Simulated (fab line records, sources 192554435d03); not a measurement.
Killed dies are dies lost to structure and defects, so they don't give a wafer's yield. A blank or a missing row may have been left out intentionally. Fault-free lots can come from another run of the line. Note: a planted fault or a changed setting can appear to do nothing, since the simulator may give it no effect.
fab line records    flow n5_finfet
record lots=5  wafers=15  last_day=19
route steps=1938 shown BEOL_M3@965 BEOL_M4@1111 PASSIVATION@1936
lots that met no fault: from a run of the same line without faults
start_h: hours from the record's first day to the start of the lot's first wafer shown    wait_h: how many hours have passed since the lot's step before this one    " the same as in the row above    L1.1+2: one row covering several wafers at once    - no value, or no start given    * or withheld: withheld    < > ~ a bound
route shown NAME@n: names a module that has steps shown in the file, with the first one's number in the route    usual: the fault-free wafers' mean and standard deviation    same: alike in all rows    chamber/n: place in a boat    sites: each site's reading    _std_site: the standard deviation of these    _edge_site: outer sites' mean less inner sites'    radius_mm: for every site, how far away it sits from the centre of the wafer    mask NAME#n: copy n    behind: the tool/chamber that last shaped the wafer    hold: reason for holding the lot/hours on hold/outcome of the hold    device: transistor that didn't switch, given as n, p or np    end of line: the tests these same wafers got at the end of their route    a step with no rows: only its recipe    killed: at the first sort, the dies lost to defects and structure; wafer yield is something else    map: dies across one wafer; x = killed, . = not, _ = none there
set.NAME: setting as actually run; set.NAME@STEP: the setting as run at that earlier step    model.NAME: the simulator's own value behind a step, which no gauge read
lots at selected steps of the route; one table per step, one row per wafer
services: a tool's chamber out of use, with start hour (start_h, from the record's first day; less than 0 if before it), hours out, and reason
## steps
# step N5_BEOL_M3_DEVELOP_27
# recipe develop_time_s=30  developer=TMAH  resist=CAR-EUV  rinse_liquid=surfactant_rinse  dry=air_spin  dev_temp_c=23
# step N5_BEOL_M3_DESCUM_33
# recipe chemistry=O2  time_s=7  source_power_w=50  bias_power_w=20  pressure_mtorr=20  rf_frequency_hz=2.712e+07  temp_c=40  resist=CAR-EUV  o2_flow_sccm=225
# step N5_BEOL_M3_ETCH_77
# recipe chemistry=N2/H2  target=underlayer  target_depth_a=65  mask_material=CAR-EUV  time_s=5.2  ion_energy_ev=200  pressure_mtorr=30  source_w=840  bias_w=150  n2_flow_sccm=200  h2_flow_sccm=200  ends=cleared
# step N5_BEOL_M3_ETCH_69
# recipe chemistry=CF4  target=SiARC  target_depth_a=156  mask_material=CAR-EUV  time_s=26  ion_energy_ev=80  pressure_mtorr=40  source_w=545  bias_w=36  Ar_flow_sccm=100  cf4_flow_sccm=100  ends=cleared
# step N5_BEOL_M3_ALD_98
# recipe material=SiO2  target_thk_a=25  temp_c=100  ald_precursor_family=BDEAS  ald_co_reactant=O2-plasma  pulse_time_s=1  co_reactant_pulse_time_s=1  purge_time_s=2  co_reactant_purge_time_s=2  ald_cycles=17  pressure_torr=2
# step N5_BEOL_M3_ETCHBACK_99
# recipe chemistry=CHF3  target=SiO2  target_depth_a=50  time_s=10.4  source_w=215  bias_w=47  Ar_flow_sccm=200  CHF3_flow_sccm=12  ion_energy_ev=100  pressure_mtorr=30
# step N5_BEOL_M3_ETCH_70
# recipe chemistry=N2/H2  target=SOC  target_depth_a=800  overetch_a=160  mask_material=SiARC  temp_c=40  time_s=120  ion_energy_ev=200  pressure_mtorr=30  source_w=840  bias_w=150  n2_flow_sccm=200  h2_flow_sccm=200
# step N5_BEOL_M3_STRIP_71
# recipe chemistry=N2/H2  temp_c=40  n2_flow_sccm=200  h2_flow_sccm=200  rf_frequency_hz=6e+07
# step N5_BEOL_M3_STRIP_78
# recipe chemistry=N2/H2  temp_c=40  n2_flow_sccm=200  h2_flow_sccm=200  rf_frequency_hz=6e+07
# step N5_BEOL_M3_VIA_ETCH_34
# recipe chemistry=C4F6/O2  target_depth_a=694  mask_material=SOC  pressure_mtorr=15  ion_energy_ev=250  taper_deg=4  time_s=65.9  source_w=350  bias_w=170  Ar_flow_sccm=300  C4F6_flow_sccm=10  O2_flow_sccm=10
# usual C4F6_flow_sccm=10.00/0.034  O2_flow_sccm=9.999/0.027  drypump_motor_current_A=5.7/0.49  oes_ar_750_au=0.79/0.071  oes_f_703_au=0.79/0.064  oes_product_au=0.79/0.076  rf_vpp_V=662/13  showerhead_plenum_p_Torr=2.83/0.074  throttle_valve_pct=30.87/0.25
lot.wafer  tool         chamber  start_h  wait_h  C4F6_flow_sccm  O2_flow_sccm  drypump_motor_current_A  oes_ar_750_au  oes_f_703_au  oes_product_au  rf_hours_counter_h  rf_vpp_V  showerhead_plenum_p_Torr  throttle_valve_pct  model.SOC_of_BEOL_M3_COAT_67.thk_nm  model.SiARC_of_BEOL_M3_COAT_68.thk_nm
L506.1     rie_diel-01  3        215.42   0.0     10.03           9.987         6.3                      0.88           0.86          0.88            41                  659       2.81                      30.99               52                                   0
L506.4     "            3        "        "       10.02           9.932         6.3                      0.88           0.86          0.88            -                   659       2.81                      30.98               52                                   0
L506.6     "            1        "        "       10.04           9.980         6.1                      0.71           0.74          0.71            -                   667       2.90                      30.45               51.4                                 0
L511.1     rie_diel-04  1        255.69   0.0     -               -             -                        -              -             -               -                   -         -                         -                   59.8                                 6.4
L511.5     "            1        "        "       -               -             -                        -              -             -               -                   -         -                         -                   60                                   6.4
L511.6     "            2        "        "       -               -             -                        -              -             -               -                   -         -                         -                   60.2                                 6.6
L509.1     rie_diel-01  0        266.41   0.0     -               -             -                        -              -             -               -                   -         -                         -                   60.2                                 5.8
L509.3     "            3        "        "       -               -             -                        -              -             -               -                   -         -                         -                   60                                   6.6
L509.6     "            1        "        "       -               -             -                        -              -             -               -                   -         -                         -                   60                                   6
L510.2     rie_diel-01  0        269.56   0.0     -               -             -                        -              -             -               -                   -         -                         -                   59.8                                 6
L510.4     "            0        "        "       -               -             -                        -              -             -               -                   -         -                         -                   59.8                                 6
L510.5     "            3        "        "       -               -             -                        -              -             -               -                   -         -                         -                   59.8                                 6.6
L521.3     rie_diel-05  3        307.69   0.0     10.03           10.026        5.0                      0.82           0.83          0.83            75                  654       2.77                      30.84               51.8                                 0
L521.5     "            2        "        "       9.97            9.948         5.5                      0.74           0.75          0.75            -                   652       2.74                      31.17               52                                   0
L521.6     "            3        "        "       10.02           10.007        5.0                      0.83           0.82          0.83            -                   653       2.77                      30.85               51.8                                 0
# step N5_BEOL_M3_STRIP_83
# recipe chemistry=C4F6/O2  resist=SiARC  rf_frequency_hz=6e+07
# step N5_BEOL_M4_RC_MEAS_101
# usual DIBL_N=36.3/1.6  DIBL_P=36.4/2.1  IOFF_N=0.16/0.032  IOFF_P=0.22/0.044  ION_N=675/12  ION_P=463/8.3  SS_N=71.6/0.64  SS_P=73.3/0.67  VT_N=250/3.3  VT_P=-250/3.7
lot.wafer  tool       chamber  start_h  wait_h  DIBL_N[mV/V]  DIBL_P[mV/V]  IOFF_N[nA/um]  IOFF_P[nA/um]  ION_N[uA/um]  ION_P[uA/um]  SS_N[mV/dec]  SS_P[mV/dec]  VT_N[mV]  VT_P[mV]
L506.1     prober-01  0        252.31   0.0     35.3          37.2          0.15           0.23           675           466           72.0          73.5          252       -248
L506.4     "          0        "        "       38.3          40.3          0.20           0.29           687           474           72.6          74.3          250       -244
L506.6     "          0        "        "       37.8          39.4          0.19           0.27           676           463           72.0          74.6          248       -247
L521.3     prober-02  0        354.79   0.3     38.2          40.3          0.19           0.23           686           464           72.5          74.5          246       -249
L521.5     "          0        "        "       33.0          33.1          0.10           0.13           661           447           71.4          71.3          259       -259
L521.6     "          0        "        "       36.2          37.2          0.14           0.18           674           456           71.7          73.7          252       -254
# step N5_PASSIVATION_PROBE_49
# usual defect_limited_yield=91.4/1.2  killed_at_M0_to_M3=35/11  killed_at_M4_up=14/6  killed_at_contacts=12/6.7  killed_at_front_end=37/9.7  killed_at_other=3.5/2.5  killed_dies=102/15  killed_on_rim=13/3.6  killed_open=67/12  killed_short=33/7.3  sort_bin_5_function=5.1/0.81  sort_bin_6_memory=3.2/0.65  sort_n_pass=1078/15  sort_yield_pct=91.4/1.2
# same gross_dies=1180  killed_at_back_side=0  sort_bin_4_leakage[%]=0  sort_bin_8_speed[%]=0
lot.wafer  tool       chamber  start_h  wait_h  defect_limited_yield[%]  killed_at_M0_to_M3  killed_at_M4_up  killed_at_contacts  killed_at_front_end  killed_at_other  killed_dies  killed_on_rim  killed_open  killed_short  sort_bin_5_function[%]  sort_bin_6_memory[%]  sort_n_pass  sort_yield_pct[%]
L506.1     prober-01  -        359.73   0.0     93.4                     28                  8                6                   31                   5                78           8              46           32            4.1                     2.3                   1102         93.4
L506.4     prober-01  -        359.88   0.2     91.3                     48                  8                7                   39                   1                103          16             72           31            4.6                     3.6                   1077         91.3
L506.6     prober-01  -        359.98   0.3     91.6                     29                  14               11                  41                   4                99           13             65           34            5.0                     3.0                   1081         91.6
L511.1     prober-02  -        381.54   0.3     0                        1098                31               19                  24                   8                1180         152            87           26            96.5                    3.4                   0            0
L511.5     prober-02  -        381.74   0.5     0                        1105                34               9                   23                   9                1180         152            91           27            96.0                    3.6                   0            0
L511.6     prober-02  -        381.79   0.5     0                        1118                19               6                   36                   1                1180         152            67           28            97.4                    2.4                   0            0
L509.1     prober-02  -        390.19   0.0     0                        1110                12               10                  41                   7                1180         152            64           47            96.3                    3.2                   0            0
L509.3     prober-02  -        390.29   0.1     0                        1123                3                13                  40                   1                1180         152            64           33            96.1                    3.4                   0            0
L509.6     prober-02  -        390.44   0.3     0                        1107                18               9                   43                   3                1180         152            67           35            96.3                    3.4                   0            0
L510.2     prober-01  -        396.91   0.1     0                        1130                20               8                   21                   1                1180         152            66           26            96.6                    3.1                   0            0
L510.4     prober-01  -        397.01   0.2     0                        1107                20               16                  34                   3                1180         152            87           32            95.6                    3.9                   0            0
L510.5     prober-01  -        397.06   0.2     0                        1077                34               14                  46                   9                1180         152            97           36            94.7                    4.9                   0            0
L521.3     prober-01  -        463.68   0.1     91.4                     42                  14               14                  26                   5                101          20             66           34            5.3                     3.2                   1079         91.4
L521.5     prober-01  -        463.78   0.2     91.3                     38                  14               13                  35                   3                103          12             61           40            5.3                     2.8                   1077         91.3
L521.6     prober-01  -        463.83   0.3     91.9                     36                  18               7                   31                   3                95           16             68           27            5.0                     3.0                   1085         91.9
# killed by level:class
L506.1 FIN_SAQP:geometric_particle:open=9 FIN_SAQP:geometric_particle:short=7 MOL_CONTACT_COAG:geometric_particle:open=6 BEOL_M2:geometric_particle:open=5 GATE_CUT:geometric_particle:short=4 BEOL_M1:geometric_particle:short=4 BEOL_M3:geometric_particle:open=4 BEOL_M0_SAQP:geometric_particle:short=3
L506.4 BEOL_M1:geometric_particle:open=13 FIN_SAQP:geometric_particle:open=9 BEOL_M1:geometric_particle:short=8 FIN_SAQP:geometric_particle:short=7 MOL_CONTACT_COAG:geometric_particle:open=7 BEOL_M0_SAQP:geometric_particle:open=6 GATE_CUT:geometric_particle:open=6 BEOL_M2:geometric_particle:open=6
L506.6 FIN_SAQP:geometric_particle:short=9 MOL_CONTACT_COAG:geometric_particle:open=9 DUMMY_GATE:geometric_particle:open=8 BEOL_M4:geometric_particle:open=8 BEOL_M3:geometric_particle:open=6 STI_FIN_REVEAL:geometric_particle:open=6 BEOL_M0_SAQP:geometric_particle:short=6 FIN_SAQP:geometric_particle:open=5
L511.1 BEOL_M3:area_etch=1066 MOL_CONTACT_COAG:geometric_particle:open=17 BEOL_M4:geometric_particle:open=14 BEOL_M3:geometric_particle:open=13 STI_FIN_REVEAL:geometric_particle:open=11 BEOL_M0_SAQP:geometric_particle:short=6 BEOL_M1:geometric_particle:open=5 BEOL_M6:geometric_particle:open=5
L511.5 BEOL_M3:area_etch=1061 BEOL_M4:geometric_particle:open=16 BEOL_M1:geometric_particle:open=14 MOL_CONTACT_COAG:geometric_particle:open=8 BEOL_M2:geometric_particle:open=8 FIN_SAQP:geometric_particle:open=7 BEOL_M0_SAQP:geometric_particle:open=7 STI_FIN_REVEAL:geometric_particle:open=6
L511.6 BEOL_M3:area_etch=1084 BEOL_M3:geometric_particle:open=13 BEOL_M4:geometric_particle:open=9 STI_FIN_REVEAL:geometric_particle:open=8 BEOL_M1:geometric_particle:open=6 GATE_CUT:geometric_particle:short=5 MOL_CONTACT_COAG:geometric_particle:open=5 BEOL_M2:geometric_particle:open=5
L509.1 BEOL_M3:area_etch=1068 STI_FIN_REVEAL:geometric_particle:open=13 BEOL_M0_SAQP:geometric_particle:short=10 BEOL_M4:geometric_particle:open=9 BEOL_M0_SAQP:geometric_particle:open=8 BEOL_M3:geometric_particle:open=8 BEOL_M3:geometric_particle:short=7 FIN_SAQP:geometric_particle:short=5
L509.3 BEOL_M3:area_etch=1083 MOL_CONTACT_COAG:geometric_particle:open=12 BEOL_M0_SAQP:geometric_particle:open=11 BEOL_M0_SAQP:geometric_particle:short=11 GATE_CUT:geometric_particle:short=9 STI_FIN_REVEAL:geometric_particle:open=7 STARTING-WAFER:geometric_particle:open=6 DUMMY_GATE:geometric_particle:open=5
L509.6 BEOL_M3:area_etch=1078 STI_FIN_REVEAL:geometric_particle:open=11 FIN_SAQP:geometric_particle:short=10 BEOL_M3:geometric_particle:open=9 GATE_CUT:geometric_particle:short=7 MOL_CONTACT_COAG:geometric_particle:open=7 BEOL_M4:geometric_particle:open=7 BEOL_M7:geometric_particle:open=5
L510.2 BEOL_M3:area_etch=1088 BEOL_M4:geometric_particle:open=14 BEOL_M0_SAQP:geometric_particle:open=11 BEOL_M0_SAQP:geometric_particle:short=10 BEOL_M2:geometric_particle:open=8 BEOL_M3:geometric_particle:open=8 MOL_CONTACT_COAG:geometric_particle:open=7 FIN_SAQP:geometric_particle:open=4
L510.4 BEOL_M3:area_etch=1060 BEOL_M0_SAQP:geometric_particle:open=25 BEOL_M4:geometric_particle:open=14 MOL_CONTACT_COAG:geometric_particle:open=13 BEOL_M0_SAQP:geometric_particle:short=10 DUMMY_GATE:geometric_particle:open=9 FIN_SAQP:geometric_particle:open=6 GATE_CUT:geometric_particle:short=5
L510.5 BEOL_M3:area_etch=1045 BEOL_M4:geometric_particle:open=14 MOL_CONTACT_COAG:geometric_particle:open=13 FIN_SAQP:geometric_particle:open=10 BEOL_M0_SAQP:geometric_particle:open=8 BEOL_M2:geometric_particle:open=8 PAD_METAL:geometric_particle:open=8 BEOL_M0_SAQP:geometric_particle:short=6
L521.3 MOL_CONTACT_COAG:geometric_particle:open=10 BEOL_M2:geometric_particle:open=9 BEOL_M0_SAQP:geometric_particle:open=8 BEOL_M0_SAQP:geometric_particle:short=8 STI_FIN_REVEAL:geometric_particle:open=6 BEOL_M3:geometric_particle:open=6 BEOL_M8:geometric_particle:open=5 BEOL_M1:geometric_particle:open=5
L521.5 FIN_SAQP:geometric_particle:short=12 BEOL_M0_SAQP:geometric_particle:short=11 MOL_CONTACT_COAG:geometric_particle:open=10 FIN_SAQP:geometric_particle:open=8 BEOL_M0_SAQP:geometric_particle:open=7 BEOL_M2:geometric_particle:open=5 STI_FIN_REVEAL:geometric_particle:open=4 BEOL_M0:geometric_particle:open=4
L521.6 BEOL_M4:geometric_particle:open=14 BEOL_M3:geometric_particle:open=8 FIN_SAQP:geometric_particle:open=7 FIN_SAQP:geometric_particle:short=7 BEOL_M2:geometric_particle:open=7 MOL_CONTACT_COAG:geometric_particle:open=5 BEOL_M0_SAQP:geometric_particle:short=5 BEOL_M1:geometric_particle:open=5
# map L509.1 (x killed, . not)
_________________xxxxxxxxxxxx________________
______________xxxxxxxxxxxxxxxxxx_____________
___________xxxxxxxxxxxxxxxxxxxxxxxx__________
__________xxxxxxxxxxxxxxxxxxxxxxxxxx_________
________xxxxxxxxxxxxxxxxxxxxxxxxxxxxxx_______
_______xxxxxxxxxxxxxxxxxxxxxxxxxxxxxxxx______
______xxxxxxxxxxxxxxxxxxxxxxxxxxxxxxxxxx_____
_____xxxxxxxxxxxxxxxxxxxxxxxxxxxxxxxxxxxx____
____xxxxxxxxxxxxxxxxxxxxxxxxxxxxxxxxxxxxxx___
___xxxxxxxxxxxxxxxxxxxxxxxxxxxxxxxxxxxxxxxx__
___xxxxxxxxxxxxxxxxxxxxxxxxxxxxxxxxxxxxxxxx__
__xxxxxxxxxxxxxxxxxxxxxxxxxxxxxxxxxxxxxxxxxx_
__xxxxxxxxxxxxxxxxxxxxxxxxxxxxxxxxxxxxxxxxxx_
_xxxxxxxxxxxxxxxxxxxxxxxxxxxxxxxxxxxxxxxxxxxx
_xxxxxxxxxxxxxxxxxxxxxxxxxxxxxxxxxxxxxxxxxxxx
_xxxxxxxxxxxxxxxxxxxxxxxxxxxxxxxxxxxxxxxxxxxx
_xxxxxxxxxxxxxxxxxxxxxxxxxxxxxxxxxxxxxxxxxxxx
_xxxxxxxxxxxxxxxxxxxxxxxxxxxxxxxxxxxxxxxxxxxx
_xxxxxxxxxxxxxxxxxxxxxxxxxxxxxxxxxxxxxxxxxxxx
_xxxxxxxxxxxxxxxxxxxxxxxxxxxxxxxxxxxxxxxxxxxx
_xxxxxxxxxxxxxxxxxxxxxxxxxxxxxxxxxxxxxxxxxxxx
__xxxxxxxxxxxxxxxxxxxxxxxxxxxxxxxxxxxxxxxxxx_
__xxxxxxxxxxxxxxxxxxxxxxxxxxxxxxxxxxxxxxxxxx_
___xxxxxxxxxxxxxxxxxxxxxxxxxxxxxxxxxxxxxxxx__
___xxxxxxxxxxxxxxxxxxxxxxxxxxxxxxxxxxxxxxxx__
____xxxxxxxxxxxxxxxxxxxxxxxxxxxxxxxxxxxxxx___
_____xxxxxxxxxxxxxxxxxxxxxxxxxxxxxxxxxxxx____
______xxxxxxxxxxxxxxxxxxxxxxxxxxxxxxxxxx_____
_______xxxxxxxxxxxxxxxxxxxxxxxxxxxxxxxx______
________xxxxxxxxxxxxxxxxxxxxxxxxxxxxxx_______
__________xxxxxxxxxxxxxxxxxxxxxxxxxx_________
___________xxxxxxxxxxxxxxxxxxxxxxxx__________
______________xxxxxxxxxxxxxxxxxx_____________
_________________xxxxxxxxxxxx________________
# map L510.2 (x killed, . not)
_________________xxxxxxxxxxxx________________
______________xxxxxxxxxxxxxxxxxx_____________
___________xxxxxxxxxxxxxxxxxxxxxxxx__________
__________xxxxxxxxxxxxxxxxxxxxxxxxxx_________
________xxxxxxxxxxxxxxxxxxxxxxxxxxxxxx_______
_______xxxxxxxxxxxxxxxxxxxxxxxxxxxxxxxx______
______xxxxxxxxxxxxxxxxxxxxxxxxxxxxxxxxxx_____
_____xxxxxxxxxxxxxxxxxxxxxxxxxxxxxxxxxxxx____
____xxxxxxxxxxxxxxxxxxxxxxxxxxxxxxxxxxxxxx___
___xxxxxxxxxxxxxxxxxxxxxxxxxxxxxxxxxxxxxxxx__
___xxxxxxxxxxxxxxxxxxxxxxxxxxxxxxxxxxxxxxxx__
__xxxxxxxxxxxxxxxxxxxxxxxxxxxxxxxxxxxxxxxxxx_
__xxxxxxxxxxxxxxxxxxxxxxxxxxxxxxxxxxxxxxxxxx_
_xxxxxxxxxxxxxxxxxxxxxxxxxxxxxxxxxxxxxxxxxxxx
_xxxxxxxxxxxxxxxxxxxxxxxxxxxxxxxxxxxxxxxxxxxx
_xxxxxxxxxxxxxxxxxxxxxxxxxxxxxxxxxxxxxxxxxxxx
_xxxxxxxxxxxxxxxxxxxxxxxxxxxxxxxxxxxxxxxxxxxx
_xxxxxxxxxxxxxxxxxxxxxxxxxxxxxxxxxxxxxxxxxxxx
_xxxxxxxxxxxxxxxxxxxxxxxxxxxxxxxxxxxxxxxxxxxx
_xxxxxxxxxxxxxxxxxxxxxxxxxxxxxxxxxxxxxxxxxxxx
_xxxxxxxxxxxxxxxxxxxxxxxxxxxxxxxxxxxxxxxxxxxx
__xxxxxxxxxxxxxxxxxxxxxxxxxxxxxxxxxxxxxxxxxx_
__xxxxxxxxxxxxxxxxxxxxxxxxxxxxxxxxxxxxxxxxxx_
___xxxxxxxxxxxxxxxxxxxxxxxxxxxxxxxxxxxxxxxx__
___xxxxxxxxxxxxxxxxxxxxxxxxxxxxxxxxxxxxxxxx__
____xxxxxxxxxxxxxxxxxxxxxxxxxxxxxxxxxxxxxx___
_____xxxxxxxxxxxxxxxxxxxxxxxxxxxxxxxxxxxx____
______xxxxxxxxxxxxxxxxxxxxxxxxxxxxxxxxxx_____
_______xxxxxxxxxxxxxxxxxxxxxxxxxxxxxxxx______
________xxxxxxxxxxxxxxxxxxxxxxxxxxxxxx_______
__________xxxxxxxxxxxxxxxxxxxxxxxxxx_________
___________xxxxxxxxxxxxxxxxxxxxxxxx__________
______________xxxxxxxxxxxxxxxxxx_____________
_________________xxxxxxxxxxxx________________
## services
tool         chamber  start_h  hours  kind
rie_diel-01  0        198.60   -      clean
rie_diel-01  0        198.60   -      consumable_replace:focus_ring
rie_diel-01  0        198.60   23.9   scheduled_down
rie_diel-01  0        198.60   23.9   vent_cycle
rie_diel-04  2        222.58   4.9    repair
rie_diel-05  -        223.92   0.2    repair
rie_diel-01  -        240.37   5.9    repair
rie_diel-01  2        252.91   26.0   repair
rie_diel-01  -        253.32   6.4    repair
rie_diel-04  0        277.96   -      clean
rie_diel-04  0        277.96   -      consumable_replace:focus_ring
rie_diel-04  0        277.96   19.5   scheduled_down
rie_diel-04  0        277.96   19.5   vent_cycle
rie_diel-04  3        297.44   -      clean
rie_diel-04  3        297.44   -      consumable_replace:focus_ring
rie_diel-04  3        297.44   27.5   scheduled_down
rie_diel-04  3        297.44   27.5   vent_cycle
rie_diel-01  0        301.70   3.2    repair
## key
first_sign step=N5_BEOL_M3_VIA_ETCH_34  reading=tool_record  direction=missing
effect step=N5_PASSIVATION_PROBE_49  reading=sort_bin_5_function  direction=up  sigmas=99+  usual=5.1  struck=96.2
model_effect step=N5_BEOL_M3_VIA_ETCH_34  value=SOC_of_BEOL_M3_COAT_67.thk_nm  without=51.87  struck=59.96
more_kills_born_at N5_BEOL_M3_VIA_ETCH_34@rie_diel-01=6422  N5_BEOL_M3_VIA_ETCH_34@rie_diel-04=3211
met_at N5_BEOL_M3_VIA_ETCH_34
struck_wafers L509.1,L509.3,L509.6,L510.2,L510.4,L510.5,L511.1,L511.5,L511.6
later_rows_left_out L509.1,L509.3,L509.6,L510.2,L510.4,L510.5,L511.1,L511.5,L511.6
onset_between 215.42 255.69
fault kind=skipped_step_whole  tool=rie_diel-01,rie_diel-04  chamber=-  onset_h=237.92  steps=N5_BEOL_M3_VIA_ETCH_34  scope=struck_lots_only
# later_rows_left_out: the simulator's readings of these wafers behind a module that went badly wrong aren't trusted and aren't shown, but for the sort
